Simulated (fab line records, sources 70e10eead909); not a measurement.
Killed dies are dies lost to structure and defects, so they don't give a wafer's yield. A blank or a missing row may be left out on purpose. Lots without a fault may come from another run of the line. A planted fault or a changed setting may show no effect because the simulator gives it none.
A struck lot beside a sound one | flow nand_harc | 14 steps out of a route of 1302
Sound: wafers L387.1, L387.2, L387.5. Struck: wafers L380.3, L380.4, L380.5. The cause comes at the end.
At each step with rows: each side's tool, then ch and its chambers, then its first start. Under that, the readings that differ: sound wafers | struck wafers | difference of the means | sigmas: that difference in standard deviations of wafers without a fault.
alike: readings whose means differ by less than 2 such deviations, and words and numbers that are the same on both sides. not compared: withheld readings, readings that some wafer has no value for, bounds like >300 that may hide the same value, and numbers for which the record gives no deviation and whose values overlap.
The two part at a step that has a row with sigmas, a row that says differs or no value, or rows on one side only. Numbers that don't overlap but have no deviation are shown without sigmas and don't part them. A reading that every wafer of one side lacks parts them only if that side has two wafers or more.

NHARC_P_CONTACT_CMP_01: polishes SiO2, target thk 200 nm.
  sound on cmp-01 ch 0,1,3, day 12 15:10; struck on cmp-01 ch 0,1,2, day 9 19:50
  alike: motor_current_A
then, 10 steps without rows for these wafers: NHARC_P_CONTACT_SRD_03; NHARC_P_CONTACT_DEHYDRATE_04 (time 120 s); NHARC_P_CONTACT_HMDS_05 (time 30 s); NHARC_P_CONTACT_COAT_33 (time 75 s); NHARC_P_CONTACT_COAT_34 (time 65 s); NHARC_P_CONTACT_COAT_06 (resist thk 90 nm); NHARC_P_CONTACT_SOFTBAKE_07 (time 55 s); NHARC_P_CONTACT_EBR_08; NHARC_P_CONTACT_EXPOSE_09 (exposes mask P CA, target cd 90 nm); NHARC_P_CONTACT_PEB_10 (peb time 65 s).
NHARC_P_CONTACT_DEVELOP_11: develop time 35 s.
  sound on litho_track-06 ch 0, day 12 15:00; struck on litho_track-04 ch 0, day 9 20:00
  reading              | sound             | struck            | difference | sigmas
  developer_temp_C (C) | 23.06 23.24 22.97 | 24.01 23.91 23.91 | +0.85      | +7
NHARC_P_CONTACT_CD_MEAS_12: target cd 90 nm.
  sound on cd_sem-01 ch 0, day 12 15:58; struck on cd_sem-03 ch 0, day 9 20:31
  alike: cd_nm
then, 1 step without rows for these wafers: NHARC_END_SORT_01.

WHERE THEY PART
Only at NHARC_P_CONTACT_DEVELOP_11, within this record. Later steps at which nothing parts them and some readings are alike: NHARC_P_CONTACT_CD_MEAS_12.

WHY: what the simulator had put in
Process parameter drift: litho_track-04, from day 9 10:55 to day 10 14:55, at NHARC_P_CONTACT_DEVELOP_11. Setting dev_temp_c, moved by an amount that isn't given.
